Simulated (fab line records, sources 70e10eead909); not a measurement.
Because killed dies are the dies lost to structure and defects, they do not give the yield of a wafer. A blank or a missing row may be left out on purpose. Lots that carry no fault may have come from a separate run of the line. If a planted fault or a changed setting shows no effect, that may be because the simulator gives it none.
fab line records	flow nandHarc
record lots=5	wafers=15	lastDay=25
route steps=1159 shown A_M0@1004 A_M1@1026 END@1159
lots that met no fault: from a run of the same line without faults
startH: hours from the record's first day to the start of the lot's first wafer shown	waitH: hours from the lot's prior step to this one	" the same as in the row above	L1.1+2: several wafers, shown together as one row	- no value, or no start was given	* or withheld: withheld	< > ~ a bound
route shown NAME@n: names a module that has steps shown in the file, with the first one's number in the route	usual: average and standard deviation across the fault-free wafers	same: alike in all rows	chamber/n: place in a boat	sites: readings site by site	_std_site: how widely they spread, as a standard deviation	_edge_site: inner sites' mean taken away from outer sites' mean	radiusMm: for every site, how far away it sits from the centre of the wafer	mask NAME#n: copy n	behind: the tool/chamber that last shaped the wafer	hold: why the lot went on hold/how many hours it stayed there/how the hold came to an end	device: the transistor (n, p or np) that didn't switch	end of line: the tests these same wafers got at the end of their route	a step given without rows: its recipe and nothing more	killed: the dies lost at the first sort to structure and to defects; this is not the yield of the wafer	map: dies across one wafer; x = killed, . = not, _ = none there
set.NAME: the setting that was run; set.NAME@STEP: the one run at that earlier step	model.NAME: the simulator's own value behind a step, which no gauge read
lots seen at some steps along the route; tables by step, rows by wafer
services: the hour from which a tool's chamber was out of use, counted from the record's first day as startH (under 0 if before that day), plus the number of hours and why
## steps
# step NHARC_A_M0_CD_MEAS_09
# recipe targetCdNm=80	landingEnergyEv=500
# usual cdNm=79.9/0.48
lot.wafer	tool	chamber	startH	waitH	cdNm
L724.1	cdSem-01	0	422.49	-	80.4
L724.5	"	0	"	"	79.5
L724.6	"	0	"	"	80.6
L729.2	cdSem-02	0	455.33	-	80.2
L729.3	"	0	"	"	80.2
L729.4	"	0	"	"	80.6
L738.1	cdSem-02	0	509.24	-	79.2
L738.2	"	0	"	"	78.9
L738.4	"	0	"	"	79.5
L739.1	cdSem-01	0	520.67	-	79.9
L739.4	"	0	"	"	79.8
L739.5	"	0	"	"	79.9
L743.1	cdSem-02	0	556.12	-	80.7
L743.4	"	0	"	"	79.7
L743.5	"	0	"	"	80.2
# step NHARC_A_M0_OVL_MEAS_10
# recipe pitchNm=160
# usual overlayXNm=0.0/0.72	overlayYNm=-0.1/0.84
lot.wafer	tool	chamber	startH	waitH	overlayXNm	overlayYNm
L724.1	overlay-02	-	422.58	-	1.3	-1.1
L724.5	"	-	"	"	0.8	-1.8
L724.6	"	-	"	"	0.9	-1.6
L729.2	overlay-01	-	455.42	-	0.1	-1.0
L729.3	"	-	"	"	0.0	-0.8
L729.4	"	-	"	"	0.0	-1.0
L738.1	overlay-01	-	509.33	-	-1.3	-0.8
L738.2	"	-	"	"	-1.0	-0.4
L738.4	"	-	"	"	-1.2	-0.5
L739.1	overlay-01	-	520.76	-	0.0	-0.3
L739.4	"	-	"	"	-0.7	-0.4
L739.5	"	-	"	"	0.4	-0.8
L743.1	overlay-01	-	556.21	-	0.9	-0.6
L743.4	"	-	"	"	0.9	-0.6
L743.5	"	-	"	"	1.1	-0.4
# step NHARC_A_M0_INSPECT_11
# usual rawDefectCount=29/13
lot.wafer	tool	chamber	startH	waitH	rawDefectCount
L724.1	defectInspect-02	-	422.62	0.0	28
L724.5	"	-	"	"	24
L724.6	"	-	"	"	25
L729.2	defectInspect-02	-	455.46	0.0	30
L729.3	"	-	"	"	28
L729.4	"	-	"	"	29
L738.1	defectInspect-02	-	509.37	0.0	61
L738.2	"	-	"	"	38
L738.4	"	-	"	"	45
L739.1	defectInspect-01	-	520.80	0.0	42
L739.4	"	-	"	"	57
L739.5	"	-	"	"	32
L743.1	defectInspect-02	-	556.25	0.0	26
L743.4	"	-	"	"	21
L743.5	"	-	"	"	16
# step NHARC_A_M0_DESCUM_14
# recipe timeS=3	o2FlowSccm=200	arFlowSccm=0	biasPowerW=0	chemistry=O2
# usual drypumpMotorCurrentA=5.7/0.57	oesProductAu=1.005/0.0086	rfVppV=57.6/0.85	showerheadPlenumPTorr=1.90/0.06	throttleValvePct=11.311/0.0091
lot.wafer	tool	chamber	startH	waitH	drypumpMotorCurrentA	oesProductAu	rfHoursCounterH	rfVppV	showerheadPlenumPTorr	throttleValvePct
L724.1	rieDiel-10	2	422.68	0.1	5.1	0.988	4	58.2	1.89	11.308
L724.6	"	2	"	"	5.0	0.997	-	56.9	1.89	11.307
L724.5	"	3	"	"	6.8	1.005	-	57.5	1.84	11.298
L729.4	rieDiel-08	3	455.52	0.1	5.2	1.008	12	57.2	1.88	11.320
L729.2	"	1	"	"	5.7	1.002	12	57.6	2.04	11.308
L729.3	"	2	"	"	6.3	0.999	10	58.4	1.88	11.306
L738.4	rieDiel-08	3	509.43	0.1	5.2	1.009	2	57.0	1.88	11.305
L738.1	"	0	"	"	5.6	1.001	2	58.6	1.86	11.312
L738.2	"	1	"	"	5.7	0.996	2	58.3	2.04	11.306
L739.4	rieDiel-08	3	520.86	0.1	5.2	1.021	2	56.0	1.88	11.319
L739.1	"	1	"	"	5.7	1.012	3	58.4	2.04	11.317
L739.5	"	3	"	"	5.2	1.001	-	56.6	1.88	11.315
L743.4	rieDiel-06	0	556.31	0.1	6.3	1.005	10	59.1	1.97	11.316
L743.1	"	3	"	"	6.7	1.002	10	58.2	1.84	11.309
L743.5	"	0	"	"	6.3	1.000	-	57.8	1.97	11.302
# step NHARC_A_M0_ETCH_34
# recipe targetDepthA=400	overetchA=120	timeS=43.94	ionEnergyEv=200	n2FlowSccm=150	h2FlowSccm=150	arFlowSccm=0	rfW=400	biasW=150	chemistry=N2/H2
# step NHARC_A_M0_ETCH_15
# recipe targetDepthA=1500	overetchA=150	timeS=82.5	c4f8FlowSccm=withheld	arFlowSccm=400	rfW=600	biasW=300	chemistry=C4F8/Ar
# step NHARC_A_M0_CD_MEAS_16
# usual cdNm=79.7/0.55
lot.wafer	tool	chamber	startH	waitH	cdNm
L724.1	cdSem-02	-	422.99	-	80.4
L724.5	"	-	"	"	79.5
L724.6	"	-	"	"	80.6
L729.2	cdSem-02	-	455.82	-	79.3
L729.3	"	-	"	"	79.7
L729.4	"	-	"	"	80.1
L738.1	cdSem-01	-	509.73	-	78.9
L738.2	"	-	"	"	78.8
L738.4	"	-	"	"	79.9
L739.1	cdSem-02	-	521.16	-	79.3
L739.4	"	-	"	"	79.1
L739.5	"	-	"	"	80.1
L743.1	cdSem-03	-	556.61	-	80.4
L743.4	"	-	"	"	79.7
L743.5	"	-	"	"	79.9
# step NHARC_A_M0_STRIP_18
# recipe powerW=1000	n2FlowSccm=150	h2FlowSccm=150	arFlowSccm=0	biasW=0	chemistry=N2/H2
# usual drypumpMotorCurrentA=5.7/0.63	oesProductAu=0.998/0.0093	rfFwdPowerW=997/3.1	rfVppV=90.5/0.91	showerheadPlenumPTorr=2.02/0.058	throttleValvePct=14.172/0.01
lot.wafer	tool	chamber	startH	waitH	drypumpMotorCurrentA	oesProductAu	rfFwdPowerW	rfHoursCounterH	rfVppV	showerheadPlenumPTorr	throttleValvePct
L724.1	rieDiel-08	3	423.09	0.1	5.2	1.005	996	8	89.9	2.00	14.172
L724.5	"	2	"	"	6.3	1.015	1001	-	90.6	2.01	14.168
L724.6	"	3	"	"	5.2	1.002	992	-	90.1	2.00	14.180
L729.4	rieDiel-08	1	455.89	0.1	5.7	0.985	997	12	90.9	2.18	14.192
L729.2	"	2	"	"	6.3	1.001	994	10	91.0	2.01	14.154
L729.3	"	3	"	"	5.2	1.002	1004	12	89.6	2.00	14.172
L738.4	rieDiel-10	0	509.83	0.1	5.7	0.985	993	10	89.1	2.01	14.171
L738.2	"	1	"	"	5.3	0.988	996	11	90.5	2.07	14.169
L738.1	"	2	"	"	5.0	0.985	995	10	90.4	2.01	14.163
L739.4	rieDiel-10	2	521.26	0.1	5.1	1.004	1004	11	89.7	2.01	14.167
L739.1	"	0	"	"	5.6	0.996	993	11	90.1	2.01	14.176
L739.5	"	1	"	"	5.3	0.999	1001	-	90.2	2.07	14.167
L743.4	rieDiel-10	0	556.68	0.1	5.6	0.997	997	2	91.8	2.01	14.174
L743.1	"	3	"	"	6.8	0.997	999	2	89.0	1.96	14.171
L743.5	"	0	"	"	5.6	0.994	1001	-	90.1	2.01	14.184
# step NHARC_A_M0_STRIP_19
# recipe timeS=600	tempC=30	chemistry=postEtchResidueRemover
# step NHARC_A_M0_DEGAS_28
# recipe tempC=250	timeS=60
# step NHARC_A_M0_PRE_CLEAN_29
# recipe timeS=30	tempC=280	gas=H2/He
# step NHARC_A_M0_PVD_20
# recipe targetThkA=50	biasV=168.6	powerW=15000	chamberPressurePa=0.12	timeS=8.06	substrateTempC=50	material=TaN
# step NHARC_A_M0_PVD_21
# recipe targetThkA=300	chamberPressurePa=5	powerW=5000	substrateTempC=30	timeS=20.49	material=Cu
# usual cathodeDcPowerW=5000.0/0.93	throttleValvePct=30.0/1.3
lot.wafer	tool	chamber	startH	waitH	cathodeDcPowerW	throttleValvePct
L724.1	pvdSputter-01	-	423.86	-	5000.1	31.7
L724.5	"	-	"	"	5000.2	29.5
L724.6	"	-	"	"	4999.7	31.7
L729.4	pvdSputter-03	-	456.66	-	4999.6	28.4
L729.3	"	-	"	"	5000.2	30.8
L729.2	"	-	"	"	4998.9	27.9
L738.2	pvdSputter-02	-	510.57	-	5000.3	28.9
L738.1	"	-	"	"	4999.5	29.1
L738.4	"	-	"	"	4999.7	29.7
L739.4	pvdSputter-03	-	522.00	-	4999.0	28.0
L739.1	"	-	"	"	4999.6	29.0
L739.5	"	-	"	"	5000.6	28.2
L743.1	pvdSputter-02	-	557.50	-	5001.6	29.9
L743.4	"	-	"	"	5000.1	29.2
L743.5	"	-	"	"	5001.7	29.0
# step NHARC_A_M0_ECD_22
# recipe targetThkA=4000	bathTempC=25	material=Cu
# step NHARC_A_M0_ANNEAL_30
# recipe tempC=225	timeS=90
# step NHARC_A_M0_CMP_23
# recipe tOverpolishS=20	targetThkNm=113.75
# step NHARC_A_M0_SRD_25
# step NHARC_A_M0_PRE_CLEAN_31
# recipe timeS=12	tempC=370	rfPowerW=300	gas=NH3
# usual heaterPowerW=608/86	rfFwdPowerW=292.3/0.91	susceptorTempC=369.99/0.22
lot.wafer	tool	chamber	startH	waitH	heaterPowerW	rfFwdPowerW	susceptorTempC
L724.1	pecvd-04	1	425.35	0.1	646	291.7	369.78
L724.6	"	0	"	"	590	292.9	370.04
L724.5	"	1	"	"	668	292.8	370.06
L729.2	pecvd-01	1	458.09	0.1	618	290.9	370.04
L729.3	"	0	"	"	522	291.6	369.65
L729.4	"	1	"	"	655	291.7	369.80
L738.1	pecvd-01	1	512.00	0.1	557	292.2	369.78
L738.2	"	2	"	"	471	293.4	370.19
L738.4	"	0	"	"	565	291.5	370.00
L739.1	pecvd-04	1	523.40	0.1	689	293.4	370.09
L739.5	"	1	"	"	686	292.5	370.04
L739.4	"	2	"	"	665	292.5	369.56
L743.1	pecvd-03	0	558.90	0.1	599	291.7	370.06
L743.5	"	2	"	"	647	292.7	370.18
L743.4	"	1	"	"	530	291.3	370.48
# step NHARC_A_M0_DEP_32
# recipe targetThkA=300	tempC=370	targetThkNm=30	pressureTorr=3	flowSccm=200	rfW=450	material=SiCN
# step NHARC_A_M1_DEP_00
# recipe targetThkA=1825	targetThkNm=182.5	tempC=withheld	pressureTorr=5	flowSccm=200	rfW=600	material=SiOC
# step NHARC_A_M1_DEHYDRATE_01
# recipe tempC=150	timeS=120
# step NHARC_A_M1_HMDS_02
# recipe timeS=30
# step NHARC_A_M1_COAT_34
# recipe tempC=200	timeS=65
# step NHARC_A_M1_COAT_03
# recipe spinRpm=1500	resistThkNm=90
# step NHARC_A_M1_SOFTBAKE_04
# recipe tempC=105	timeS=55
# step NHARC_A_M1_EBR_05
# step NHARC_A_M1_EXPOSE_06
# recipe na=1.35	targetCdNm=120	doseMj=75.13	maskId=A_M1
# step NHARC_A_M1_PEB_07
# recipe pebTempC=100	pebTimeS=65
# step NHARC_A_M1_DEVELOP_08
# recipe developTimeS=35	devTempC=23
# step NHARC_A_M1_CD_MEAS_09
# recipe targetCdNm=120	landingEnergyEv=500
# usual cdNm=120.1/0.43
lot.wafer	tool	chamber	startH	waitH	cdNm
L724.1	cdSem-02	0	426.50	-	120.2
L724.5	"	0	"	"	119.9
L724.6	"	0	"	"	119.9
L729.2	cdSem-03	0	459.59	-	119.6
L729.3	"	0	"	"	119.4
L729.4	"	0	"	"	120.0
L738.1	cdSem-02	0	513.29	-	120.1
L738.2	"	0	"	"	120.0
L738.4	"	0	"	"	119.9
L739.1	cdSem-01	0	524.73	-	120.8
L739.4	"	0	"	"	121.2
L739.5	"	0	"	"	120.9
L743.1	cdSem-03	0	560.19	-	120.0
L743.4	"	0	"	"	119.9
L743.5	"	0	"	"	121.0
# step NHARC_A_M1_OVL_MEAS_10
# recipe pitchNm=240
# usual overlayXNm=0.1/0.87	overlayYNm=0.1/1
lot.wafer	tool	chamber	startH	waitH	overlayXNm	overlayYNm
L724.1	overlay-01	-	426.59	-	0.0	0.4
L724.5	"	-	"	"	0.2	0.2
L724.6	"	-	"	"	-0.5	0.3
L729.2	overlay-01	-	459.68	-	0.0	0.5
L729.3	"	-	"	"	0.1	0.4
L729.4	"	-	"	"	0.1	0.1
L738.1	overlay-02	-	513.38	-	0.4	0.9
L738.2	"	-	"	"	0.4	1.3
L738.4	"	-	"	"	0.9	0.4
L739.1	overlay-02	-	524.82	-	-1.1	-0.3
L739.4	"	-	"	"	-0.7	-0.2
L739.5	"	-	"	"	-0.5	-0.9
L743.1	overlay-02	-	560.28	-	0.0	0.5
L743.4	"	-	"	"	-0.1	0.6
L743.5	"	-	"	"	0.2	0.8
# step NHARC_A_M1_DESCUM_14
# recipe timeS=3	o2FlowSccm=200	arFlowSccm=0	biasPowerW=0	chemistry=O2
# usual drypumpMotorCurrentA=5.7/0.31	oesProductAu=0.997/0.0082	rfVppV=57.8/0.87	showerheadPlenumPTorr=1.91/0.086	throttleValvePct=11.311/0.0097
lot.wafer	tool	chamber	startH	waitH	drypumpMotorCurrentA	oesProductAu	rfHoursCounterH	rfVppV	showerheadPlenumPTorr	throttleValvePct
L724.1	rieDiel-11	0	426.72	0.1	5.8	0.990	3	58.3	1.78	11.313
L724.6	"	1	"	"	5.5	0.996	-	59.4	1.93	11.310
L724.5	"	2	"	"	5.6	0.993	-	58.6	1.92	11.297
L729.3	rieDiel-03	3	459.78	0.1	5.4	0.994	2	57.3	1.80	11.322
L729.2	"	0	"	"	5.3	0.996	2	58.6	1.95	11.295
L729.4	"	0	"	"	5.3	0.982	-	59.2	1.95	11.315
L738.4	rieDiel-05	0	513.47	0.1	5.7	1.006	15	58.3	1.87	11.313
L738.1	"	1	"	"	6.2	1.002	14	58.1	1.90	11.301
L738.2	"	3	"	"	6.1	1.004	11	57.8	2.03	11.304
L739.4	rieDiel-11	2	524.92	0.1	5.7	0.994	10	57.1	1.92	11.317
L739.1	"	1	"	"	5.4	0.996	10	57.7	1.93	11.313
L739.5	"	2	"	"	5.6	0.995	-	57.8	1.92	11.326
L743.1	rieDiel-11	3	560.37	0.1	6.0	0.990	0	58.3	2.00	11.310
L743.4	"	2	"	"	5.6	0.997	0	57.7	1.92	11.332
L743.5	"	0	"	"	5.9	0.995	-	56.7	1.78	11.315
# step NHARC_A_M1_ETCH_35
# recipe targetDepthA=400	overetchA=120	timeS=43.94	ionEnergyEv=200	n2FlowSccm=150	h2FlowSccm=150	arFlowSccm=0	rfW=400	biasW=150	chemistry=N2/H2
# usual drypumpMotorCurrentA=5.7/0.31	oesProductAu=0.996/0.0081	rfFwdPowerW=395.2/2.3	rfVppV=430.5/2.8	showerheadPlenumPTorr=2.04/0.092	throttleValvePct=14.171/0.0084
lot.wafer	tool	chamber	startH	waitH	drypumpMotorCurrentA	oesProductAu	rfFwdPowerW	rfHoursCounterH	rfVppV	showerheadPlenumPTorr	throttleValvePct
L724.1	rieDiel-11	3	426.78	0.1	6.0	0.991	396.1	3	432.8	2.14	14.170
L724.6	"	3	"	"	6.0	0.990	392.7	-	433.8	2.14	14.164
L724.5	"	0	"	"	5.9	0.990	394.1	-	425.9	1.90	14.163
L729.3	rieDiel-03	0	459.88	0.1	5.3	1.001	394.5	2	431.4	2.09	14.163
L729.2	"	3	"	"	5.4	0.981	396.6	2	426.3	1.91	14.165
L729.4	"	1	"	"	6.2	0.989	397.7	-	426.5	1.90	14.175
L738.4	rieDiel-05	1	513.56	0.1	6.2	0.987	394.0	14	430.0	2.03	14.173
L738.2	"	2	"	"	5.2	0.989	391.4	14	434.3	2.17	14.177
L738.1	"	3	"	"	6.1	0.993	396.3	11	434.8	2.17	14.170
L739.1	rieDiel-11	2	525.01	0.1	5.6	0.999	395.8	10	431.3	2.05	14.160
L739.5	"	2	"	"	5.6	0.993	394.5	-	430.1	2.05	14.180
L739.4	"	3	"	"	6.0	0.994	395.5	-	432.4	2.13	14.184
L743.1	rieDiel-11	3	560.47	0.1	6.0	0.980	394.5	0	434.6	2.13	14.179
L743.4	"	1	"	"	5.5	0.977	397.0	0	433.1	2.06	14.162
L743.5	"	2	"	"	5.6	0.986	392.5	-	430.1	2.05	14.178
# step NHARC_A_M1_ETCH_15
# recipe targetDepthA=1825	timeS=91.2	c4f8FlowSccm=withheld	arFlowSccm=400	rfW=600	biasW=300	chemistry=C4F8/Ar
# step NHARC_A_M1_CD_MEAS_16
# usual cdNm=120.1/0.57
lot.wafer	tool	chamber	startH	waitH	cdNm
L724.1	cdSem-03	-	426.99	-	119.6
L724.5	"	-	"	"	120.0
L724.6	"	-	"	"	119.8
L729.2	cdSem-01	-	460.13	-	119.8
L729.3	"	-	"	"	119.7
L729.4	"	-	"	"	120.7
L738.1	cdSem-01	-	513.78	-	119.8
L738.2	"	-	"	"	119.9
L738.4	"	-	"	"	119.6
L739.1	cdSem-01	-	525.25	-	121.1
L739.4	"	-	"	"	121.3
L739.5	"	-	"	"	121.2
L743.1	cdSem-01	-	560.68	-	119.6
L743.4	"	-	"	"	120.1
L743.5	"	-	"	"	120.4
# step NHARC_A_M1_STRIP_18
# recipe powerW=1000	n2FlowSccm=150	h2FlowSccm=150	arFlowSccm=0	biasW=0	chemistry=N2/H2
# step NHARC_A_M1_ETCH_28
# recipe targetDepthA=300	overEtchFrac=0.3	timeS=72.99	ionEnergyEv=150	cf4FlowSccm=50	n2FlowSccm=100	arFlowSccm=150	rfW=300	biasW=100	chemistry=CF4/N2
# step NHARC_A_M1_STRIP_19
# recipe timeS=600	tempC=30	chemistry=postEtchResidueRemover
# step NHARC_END_SORT_01
# recipe tempC=25
# usual defectLimitedYield=95.3/1.6	killedAtArray=28/10	killedAtOther=0.6/0.85	killedAtPeriphery=3.3/2.3	killedDies=32/11	killedOpen=3.3/1.5	killedShort=2.1/1.4	sort_bin_2_pct=1.5/0.63	sort_bin_3_pct=0.25/0.21	sort_bin_4_pct=3.0/1.1	sortNPass=645/11	sortRimYieldPct=97.6/1.6	sortYieldPct=95.3/1.6
# same grossDies=677	sort_bin_5_pct[%]=0	sort_bin_6_pct[%]=0	sort_bin_7_pct[%]=0	sort_bin_8_pct[%]=0	sortRimNGross=106.00
lot.wafer	tool	chamber	startH	waitH	defectLimitedYield[%]	killedAtArray	killedAtOther	killedAtPeriphery	killedDies	killedOpen	killedShort	sort_bin_2_pct[%]	sort_bin_3_pct[%]	sort_bin_4_pct[%]	sortNPass	sortRimYieldPct[%]	sortYieldPct[%]
L724.1	prober-02	0	466.30	2.5	95.3	28	0	4	32	4	3	1.5	0.30	3.0	645	98.1	95.3
L724.5	prober-02	0	469.48	3.7	96.2	23	0	3	26	2	2	1.6	0.15	2.1	651	97.2	96.2
L724.6	prober-02	0	470.28	4.0	95.3	25	0	7	32	3	3	1.8	0.15	2.8	645	98.1	95.3
L729.2	prober-02	0	498.19	2.8	82.9	111	0	5	116	3	4	5.8	6.50	4.9	561	84.9	82.9
L729.3	prober-02	0	499.01	3.1	95.6	27	1	2	30	3	4	1.2	0.44	2.8	647	99.1	95.6
L729.4	prober-02	0	499.83	3.4	94.8	32	0	3	35	4	3	2.1	0.15	3.0	642	96.2	94.8
L738.1	prober-01	0	553.19	2.5	91.4	53	0	5	58	6	6	3.5	0.30	4.7	619	95.3	91.4
L738.2	prober-01	0	554.00	2.8	93.8	39	1	2	42	4	3	1.3	0	4.9	635	95.3	93.8
L738.4	prober-01	0	555.62	3.4	93.2	44	0	2	46	3	3	3.0	0.44	3.4	631	97.2	93.2
# killed by level:class
L724.1 A_SLIT:chamberFilmFlake=8 A_STAIRCASE:chamberFilmFlake=5 A_CONTACT:chamberFilmFlake=4 A_CHANNEL_HOLE_D1:chamberFilmFlake=2 A_WL_FILL:geometricParticle:short=2 P_STI:chamberFilmFlake=2 P_M2:chamberFilmFlake=2 A_WL_FILL:chamberFilmFlake=2
L724.5 A_SLIT:chamberFilmFlake=11 A_CHANNEL_HOLE_D1:chamberFilmFlake=4 A_STAIRCASE:chamberFilmFlake=2 A_CONTACT:chamberFilmFlake=2 P_M0:geometricParticle:open=1 A_ONON_D1:geometricParticle:short=1 A_CHANNEL_FILL_D1:geometricParticle:short=1 A_CONTACT:geometricParticle:open=1
L724.6 A_SLIT:chamberFilmFlake=13 A_CONTACT:chamberFilmFlake=6 P_M2:chamberFilmFlake=3 P_CONTACT:geometricParticle:open=2 P_M0:geometricParticle:open=1 A_ONON_D1:geometricParticle:short=1 A_CHANNEL_HOLE_D1:geometricParticle:short=1 A_WL_FILL:geometricParticle:short=1
L729.2 A_M0:unspecified=86 A_CHANNEL_HOLE_D1:chamberFilmFlake=11 P_GATE:chamberFilmFlake=4 A_WL_FILL:chamberFilmFlake=4 A_CONTACT:chamberFilmFlake=3 A_M0:geometricParticle:open=2 P_CONTACT:geometricParticle:short=1 A_CHANNEL_HOLE_D1:geometricParticle:short=1
L729.3 A_CHANNEL_HOLE_D1:chamberFilmFlake=11 A_WL_FILL:chamberFilmFlake=5 A_CONTACT:chamberFilmFlake=3 A_STAIRCASE:chamberFilmFlake=2 P_CONTACT:geometricParticle:open=1 P_BONDPAD:geometricParticle:open=1 A_ONON_D1:geometricParticle:short=1 A_SGD_CUT:geometricParticle:short=1
L729.4 A_CHANNEL_HOLE_D1:chamberFilmFlake=16 A_STAIRCASE:chamberFilmFlake=3 A_WL_FILL:chamberFilmFlake=3 A_CHANNEL_FILL_D1:geometricParticle:open=2 P_GATE:chamberFilmFlake=2 A_CONTACT:chamberFilmFlake=2 P_GATE:geometricParticle:short=1 A_CHANNEL_HOLE_D1:geometricParticle:short=1
L738.1 A_SLIT:chamberFilmFlake=20 A_CHANNEL_HOLE_D1:chamberFilmFlake=8 A_ZERO_WELL:chamberFilmFlake=6 A_CONTACT:chamberFilmFlake=6 A_CHANNEL_FILL_D1:geometricParticle:short=3 A_WL_FILL:geometricParticle:open=2 A_STAIRCASE:chamberFilmFlake=2 A_BONDPAD:chamberFilmFlake=2
L738.2 A_SLIT:chamberFilmFlake=20 A_CHANNEL_HOLE_D1:chamberFilmFlake=5 A_ZERO_WELL:chamberFilmFlake=4 A_CONTACT:chamberFilmFlake=3 A_CHANNEL_FILL_D1:geometricParticle:short=2 P_CONTACT:geometricParticle:open=1 A_ONON_D1:geometricParticle:open=1 A_WL_FILL:geometricParticle:short=1
L738.4 A_SLIT:chamberFilmFlake=19 A_CONTACT:chamberFilmFlake=8 A_ZERO_WELL:chamberFilmFlake=4 A_WL_FILL:geometricParticle:short=3 A_CHANNEL_HOLE_D1:chamberFilmFlake=3 A_WL_FILL:chamberFilmFlake=3 P_CONTACT:geometricParticle:open=1 A_CONTACT:geometricParticle:open=1
# map L729.2 (x killed, . not)
____________.____________
_________......._________
_______..........._______
______...x.........______
_____..............._____
____.................____
____.................____
___.........x.........___
___...................___
__.....................__
__...x.................__
_......................._
_......................._
_..x...................x_
_............xx....x.x.._
_.x..........x.x..x.xxxx_
x.....x..........xxxxxx..
....x...........x.xxxxxxx
.xxx.xx...........xxxxxxx
..x..x............xxxxxxx
..xxx.............xxxxxxx
_...x...........x.xxxxxx_
_...xx..........xxxxxxxx_
_................xxxxxxx_
_.x..............xxxxxxx_
_.................xxxxxx_
__................xxxxx__
__.................xxxx__
___...........x.......___
___..x................___
____.................____
____.................____
_____x.............._____
______.............______
_______..........._______
_________......._________
____________.____________
# map L739.1 (x killed, . not)
____________.____________
_________......._________
_______...x......._______
______.............______
_____........x......_____
____................x____
____x.x.............x____
___...................___
___...................___
__.........x...........__
__.....................__
_.......x..............._
_.......x.x............._
_......x................_
_........x..xxx........._
_...xx...xx.x..........._
........xx.x.x......x....
.........xxx.............
x.....x..xxxx............
.......x.xx.xx........x..
.........xx.x............
_..........x..x........._
_........x.............._
_......................._
_......................._
_......................._
__..........x..........__
__..x..................__
___...................___
___.......x....x......___
____..............x..____
____.......x.........____
_____.....x........._____
______.........x...______
_______..........._______
_________......._________
____________.____________
## services
tool	chamber	startH	hours	kind
rieDiel-06	2	400.48	4.6	repair
rieDiel-05	3	407.64	9.1	repair
rieDiel-08	-	413.72	0.9	repair
rieDiel-03	-	416.13	0.2	repair
rieDiel-11	0	418.15	8.5	repair
pecvd-01	-	427.39	13.0	pm
pecvd-04	-	429.54	1.1	repair
pecvd-01	2	444.03	16.4	repair
rieDiel-11	0	450.68	25.0	repair
pvdSputter-03	-	458.23	10.0	pm
rieDiel-03	2	459.77	7.3	repair
rieDiel-03	1	471.18	3.0	repair
rieDiel-08	-	478.80	9.0	pm
rieDiel-11	1	497.82	10.7	repair
rieDiel-11	-	512.84	2.9	repair
rieDiel-11	3	517.06	1.4	repair
rieDiel-05	-	517.62	9.0	pm
rieDiel-11	0	525.00	5.4	repair
rieDiel-10	-	530.50	9.0	pm
pvdSputter-02	-	540.46	6.7	repair
rieDiel-11	-	543.75	9.0	pm
rieDiel-08	-	548.18	2.2	repair
pecvd-01	0	556.56	5.5	repair
pecvd-04	-	557.00	13.0	pm
## key
firstSign step=NHARC_END_SORT_01	reading=killedAtArray	direction=up	sigmas=8.1	usual=28	struck=111
effect step=NHARC_END_SORT_01	reading=killedDies	direction=up	sigmas=7.9	usual=32	struck=116
moreKillsBornAt NHARC_A_M0_PVD_21@pvdSputter-03=86
metAt NHARC_A_M0_PVD_21
struckWafers L729.2
fault kind=chamberParticleSource	tool=pvdSputter-03	chamber=-	onsetH=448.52	steps=NHARC_A_M0_PVD_21	ratePerVisitCm2=2.1012	endH=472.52	scope=struckWafersOnly
